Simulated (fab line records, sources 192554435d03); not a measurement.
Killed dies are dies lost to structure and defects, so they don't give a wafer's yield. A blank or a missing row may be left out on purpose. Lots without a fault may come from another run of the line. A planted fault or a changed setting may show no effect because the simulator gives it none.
Which tool did it? | flow n5_finfet | 10 lots, 28 wafers sampled, at 6 steps of a route of 1938

WHAT THE GAUGES READ, wafer by wafer
N5_BEOL_M2_THK_MEAS_01.
lot  | measured     | on            | M2_ILD_THK (nm)
L452 | day 6 14:33  | film_metro-01 | 79.9 79.4 78.5
L456 | day 7 12:21  | film_metro-01 | 79.3 79.6 79.7
L457 | day 7 17:01  | film_metro-02 | 79.0 78.8 78.3
L458 | day 7 20:16  | film_metro-02 | 79.1 77.6 81.0
L459 | day 8 06:56  | film_metro-02 | 77.5 106.5 78.8
L460 | day 8 11:31  | film_metro-02 | 78.6 77.9 78.7
L461 | day 8 20:46  | film_metro-01 | 108.5 81.4 109.8
L464 | day 9 04:31  | film_metro-02 | 78.4 77.5
L470 | day 10 23:10 | film_metro-02 | 78.2 78.3
L471 | day 11 05:49 | film_metro-02 | 78.2 78.1 79.9

N5_BEOL_M4_RC_MEAS_101.
lot  | measured     | on        | DIBL_N (mV/V)  | DIBL_P (mV/V)  | IOFF_N (nA/um) | IOFF_P (nA/um) | ION_N (uA/um) | ION_P (uA/um) | SS_N (mV/dec)  | SS_P (mV/dec)  | VT_N (mV)   | VT_P (mV)
L452 | day 7 18:29  | prober-02 | 40.1 35.0 37.9 | 39.8 35.4 38.1 | 0.20 0.12 0.16 | 0.21 0.16 0.19 | 675 655 669   | 456 453 456   | 72.6 71.2 71.4 | 73.9 72.8 73.9 | 248 253 252 | -254 -257 -257
L456 | day 8 17:33  | prober-01 | 39.1 34.7 33.8 | 39.6 33.7 33.0 | 0.20 0.13 0.11 | 0.25 0.17 0.15 | 683 654 656   | 458 451 454   | 72.3 71.3 70.9 | 74.0 72.3 72.3 | 249 252 252 | -247 -252 -255
L457 | day 9 00:05  | prober-01 | 37.5 38.7 39.7 | 36.5 37.5 39.3 | 0.18 0.21 0.24 | 0.23 0.27 0.32 | 673 697 686   | 463 474 464   | 71.3 72.4 72.7 | 73.2 73.8 74.3 | 247 246 242 | -248 -245 -242
L458 | day 9 04:12  | prober-01 | 38.5 38.6 39.4 | 37.8 37.6 37.8 | 0.21 0.19 0.20 | 0.25 0.24 0.25 | 682 673 678   | 463 457 463   | 72.4 72.1 73.1 | 73.7 74.1 74.3 | 245 249 249 | -249 -250 -248
L459 | day 9 20:33  | prober-02 | 38.0 40.2      | 36.7 38.5      | 0.17 0.21      | 0.23 0.26      | 659 673       | 459 461       | 72.0 72.8      | 73.5 73.4      | 249 245     | -247 -247
L460 | day 9 17:07  | prober-01 | 35.7 36.0 35.9 | 35.6 36.6 36.8 | 0.16 0.16 0.16 | 0.21 0.23 0.22 | 674 673 673   | 459 462 458   | 71.9 71.8 72.2 | 73.0 73.2 73.3 | 248 250 249 | -252 -249 -250
L461 | day 10 02:57 | prober-02 | 35.4           | 35.9           | 0.15           | 0.21           | 678           | 470           | 71.0           | 73.1           | 249         | -249
L464 | day 10 11:11 | prober-01 | 36.3 38.9      | 36.0 39.8      | 0.15 0.22      | 0.20 0.26      | 648 677       | 449 462       | 71.5 72.6      | 72.8 73.6      | 251 246     | -248 -245
L470 | day 12 11:01 | prober-02 | 34.1 36.6      | 35.0 37.4      | 0.13 0.18      | 0.18 0.21      | 680 669       | 464 456       | 71.4 72.4      | 72.3 73.0      | 249 249     | -251 -252
L471 | day 12 15:39 | prober-01 | 37.1 36.6 35.7 | 38.6 35.5 35.3 | 0.14 0.13 0.12 | 0.21 0.16 0.16 | 657 653 648   | 457 443 447   | 71.7 71.6 71.1 | 74.2 73.5 72.5 | 252 254 255 | -251 -257 -254

WHICH TOOL RAN EACH LOT (tool, then ch and the chambers of the sampled wafers, then the start)
lot  | N5_BEOL_M1_SPUTTER_88        | N5_BEOL_M1_ANNEAL_93         | N5_BEOL_M1_DEP_57               | N5_BEOL_M2_ILD_DEP_00
L452 | pvd_sputter-02, day 6 12:29  | pvd_sputter-02, day 6 13:01  | pecvd-03 ch 0,1,2, day 6 14:21  | pecvd-01 ch 0,1,2, day 6 14:29
L456 | pvd_sputter-02, day 7 10:17  | pvd_sputter-02, day 7 10:49  | pecvd-01 ch 1,2, day 7 12:09    | pecvd-04 ch 1,2, day 7 12:17
L457 | pvd_sputter-03, day 7 14:58  | pvd_sputter-03, day 7 15:29  | pecvd-03 ch 0,1, day 7 16:49    | pecvd-01 ch 0,1, day 7 16:57
L458 | pvd_sputter-02, day 7 18:13  | pvd_sputter-02, day 7 18:44  | pecvd-03 ch 0,1, day 7 20:04    | pecvd-01 ch 0,1,2, day 7 20:12
L459 | pvd_sputter-02, day 8 04:37  | pvd_sputter-02, day 8 05:08  | pecvd-02 ch 0,2, day 8 06:44    | pecvd-01 ch 0,1,2, day 8 06:52
L460 | pvd_sputter-03, day 8 09:27  | pvd_sputter-03, day 8 09:58  | pecvd-02 ch 1,2, day 8 11:19    | pecvd-03 ch 0,1,2, day 8 11:26
L461 | pvd_sputter-01, day 8 18:41  | pvd_sputter-01, day 8 19:12  | pecvd-02 ch 0,1,2, day 8 20:35  | pecvd-01 ch 1,2, day 8 20:43
L464 | pvd_sputter-02, day 9 01:35  | pvd_sputter-02, day 9 02:07  | pecvd-01 ch 0,2, day 9 04:19    | pecvd-04 ch 0,1, day 9 04:26
L470 | pvd_sputter-03, day 10 21:05 | pvd_sputter-03, day 10 21:37 | pecvd-03 ch 1,2, day 10 22:58   | pecvd-03 ch 1,2, day 10 23:05
L471 | pvd_sputter-03, day 11 03:45 | pvd_sputter-03, day 11 04:16 | pecvd-02 ch 0,1,2, day 11 05:37 | pecvd-03 ch 0,1, day 11 05:44
- N5_BEOL_M1_SPUTTER_88: material Cu, target thk 4.5 nm, time 8.29 s.
- N5_BEOL_M1_ANNEAL_93: time 240 s.
- N5_BEOL_M1_DEP_57: deposits SiCN from 3MS/NH3, target thk 8 nm, time 14 s.
- N5_BEOL_M2_ILD_DEP_00: deposits SiOC from DEMS/O2, target thk 79 nm, time 15.3 s.

WHAT THE TOOLS THEMSELVES READ (means of the sampled wafers that have a number; where no wafer has one, the mark that the record gives instead)
N5_BEOL_M1_SPUTTER_88.
lot  | tool           | throttle_valve_pct (%)
L452 | pvd_sputter-02 | 30.2
L456 | pvd_sputter-02 | 30.0
L457 | pvd_sputter-03 | 30.0
L458 | pvd_sputter-02 | 28.6
L459 | pvd_sputter-02 | 29.5
L460 | pvd_sputter-03 | 29.7
L461 | pvd_sputter-01 | 30.5
L464 | pvd_sputter-02 | 29.2
L470 | pvd_sputter-03 | 29.8
L471 | pvd_sputter-03 | 30.1

N5_BEOL_M1_ANNEAL_93.
lot  | tool           | heater_power_w (W)
L452 | pvd_sputter-02 | 829
L456 | pvd_sputter-02 | 828
L457 | pvd_sputter-03 | 813
L458 | pvd_sputter-02 | 771
L459 | pvd_sputter-02 | 826
L460 | pvd_sputter-03 | 835
L461 | pvd_sputter-01 | 870
L464 | pvd_sputter-02 | 804
L470 | pvd_sputter-03 | 775
L471 | pvd_sputter-03 | 809

N5_BEOL_M1_DEP_57.
lot  | tool     | showerhead_plenum_p_Torr (Torr) | throttle_valve_pct (%)
L452 | pecvd-03 | 3.665                           | 9.1
L456 | pecvd-01 | 3.670                           | 8.8
L457 | pecvd-03 | 3.688                           | 9.0
L458 | pecvd-03 | 3.681                           | 9.4
L459 | pecvd-02 | 3.653                           | 8.4
L460 | pecvd-02 | 3.656                           | 8.9
L461 | pecvd-02 | 3.651                           | 8.8
L464 | pecvd-01 | 3.660                           | 8.6
L470 | pecvd-03 | 3.661                           | 9.2
L471 | pecvd-02 | 3.649                           | 8.8

N5_BEOL_M2_ILD_DEP_00.
lot  | tool     | heater_power_outer_w (W) | heater_power_w (W) | showerhead_plenum_p_Torr (Torr) | throttle_valve_pct (%)
L452 | pecvd-01 | 247                      | 486                | 5.702                           | 11.4
L456 | pecvd-04 | 269                      | 490                | 5.682                           | 11.9
L457 | pecvd-01 | 207                      | 405                | 5.696                           | 11.6
L458 | pecvd-01 | 270                      | 521                | 5.699                           | 11.5
L459 | pecvd-01 | 255                      | 497                | 5.702                           | 11.5
L460 | pecvd-03 | 258                      | 514                | 5.698                           | 12.1
L461 | pecvd-01 | 281                      | 551                | 5.696                           | 11.6
L464 | pecvd-04 | 252                      | 468                | 5.684                           | 12.3
L470 | pecvd-03 | 283                      | 516                | 5.685                           | 12.4
L471 | pecvd-03 | 243                      | 477                | 5.712                           | 12.0

THE ANSWER, worked out from the rows above alone
Rule: what is usual is taken from the lots themselves. Put in order of their means at a reading, lots are off if they are a third of the lots or fewer, leave a main group of 4 or more, and stand apart from it by a gap of 3 or more times the standard deviation of the main group's means; of several such gaps the widest counts. A main group whose means are all the same, to the digits that the tables above print for the reading, isn't used. A lot without any number at a reading at which 4 lots or more have one is off too. The other lots that the step has rows for count as sound. The gauges are gone through in route order, then the tools' own readings, and for those a lot's mean is taken as printed above. The first step at which some lot is off is used, and at that step the reading that is off furthest; a lot without a number counts as furthest.
Off: L459, L461, at N5_BEOL_M2_THK_MEAS_01 (M2_ILD_THK). The main group: mean 78.8 nm, standard deviation 0.52.
A tool fits if, at a process step before that reading, it ran every lot that is off, and no sound lot after the first of them. The gauges at N5_BEOL_M2_THK_MEAS_01 are tried like those tools. One fits: pecvd-01 at N5_BEOL_M2_ILD_DEP_00. Its last sound lot is L458 (day 7 20:12), its first lot that is off L459 (day 8 06:52): a fault that began between those two fits.

WHAT THE SIMULATOR HAD PUT IN
Process parameter drift: pecvd-01, from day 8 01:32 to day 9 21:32, at N5_BEOL_M2_ILD_DEP_00. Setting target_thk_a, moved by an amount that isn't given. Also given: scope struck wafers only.
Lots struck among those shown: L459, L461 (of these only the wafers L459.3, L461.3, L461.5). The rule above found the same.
